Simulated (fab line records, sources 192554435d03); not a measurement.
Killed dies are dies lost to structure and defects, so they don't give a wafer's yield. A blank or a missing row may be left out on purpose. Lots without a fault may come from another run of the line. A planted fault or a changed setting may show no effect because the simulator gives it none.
Chamber matching | flow n5_finfet | N5_BEOL_M0_ETCH_128 on rie_diel-02: 4 sister chambers
The step etches SiCN in CF4/N2, target depth 12 nm, overetch 5.1 nm, time 21.4 s. 16 wafers are shown with their chamber, then 8 later ones without.

WAFERS WITH THEIR CHAMBER
wafer  | chamber | throttle_valve_pct (%) | showerhead_plenum_p_Torr (Torr) | oes_product_au (a.u.)
L074.1 | 2       | 14.91                  | 2.18                            | 0.65
L074.2 | 3       | 15.57                  | 2.19                            | 0.49
L074.5 | 2       | 14.90                  | 2.18                            | 0.67
L077.3 | 1       | 14.89                  | 2.14                            | 0.56
L077.4 | 3       | 15.57                  | 2.19                            | 0.49
L077.5 | 2       | 14.90                  | 2.18                            | 0.64
L079.2 | 1       | 14.90                  | 2.13                            | 0.56
L079.3 | 0       | 15.43                  | 2.16                            | 0.65
L079.4 | 3       | 15.61                  | 2.19                            | 0.50
L082.1 | 1       | 14.92                  | 2.13                            | 0.56
L082.3 | 0       | 15.46                  | 2.15                            | 0.64
L082.4 | 3       | 15.62                  | 2.18                            | 0.50
L085.1 | 3       | 15.64                  | 2.18                            | 0.48
L085.2 | 0       | 15.47                  | 2.15                            | 0.60
L085.6 | 0       | 15.48                  | 2.15                            | 0.61
L086.3 | 1       | 14.93                  | 2.13                            | 0.54

SIGNATURES (means of the wafers above)
reading                  | chamber 0 | chamber 1 | chamber 2 | chamber 3 | scatter within a chamber
throttle_valve_pct       | 15.4600   | 14.9100   | 14.9033   | 15.6020   | 0.023
showerhead_plenum_p_Torr | 2.1525    | 2.1325    | 2.1800    | 2.1860    | 0.00474
oes_product_au           | 0.6250    | 0.5550    | 0.6533    | 0.4920    | 0.0151
Rule: a wafer's distance from a chamber is the root of the sum, over the readings, of the square of ((its reading less the chamber's mean) divided by the reading's scatter). The wafer belongs to the nearest chamber; if the next one is less than 2 further off, it can't be placed. The scatter: the root of (the sum of the squares of (reading less its chamber's mean) over the shown wafers, divided by (wafers less chambers)).

WAFERS WITHOUT THEIR CHAMBER
wafer  | throttle_valve_pct (%) | showerhead_plenum_p_Torr (Torr) | oes_product_au (a.u.)
L086.4 | 15.49                  | 2.15                            | 0.62
L086.5 | 15.48                  | 2.15                            | 0.62
L089.2 | 15.50                  | 2.15                            | 0.60
L089.5 | 15.65                  | 2.18                            | 0.48
L089.6 | 15.51                  | 2.15                            | 0.61
L097.2 | 15.69                  | 2.17                            | 0.46
L097.4 | 15.00                  | 2.16                            | 0.58
L097.5 | 15.00                  | 2.16                            | 0.58

WHICH CHAMBER EACH WENT THROUGH
wafer  | from the rows above     | in truth
L086.4 | 0                       | 0
L086.5 | 0                       | 0
L089.2 | 0                       | 0
L089.5 | 3                       | 3
L089.6 | 0                       | 0
L097.2 | 3                       | 3
L097.4 | can't be placed: 1 or 2 | 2
L097.5 | can't be placed: 1 or 2 | 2
Placed correctly: 6 of 8. Can't be placed from these rows: 2 (the true chamber is among the candidates in 2). Placed wrongly: 0.
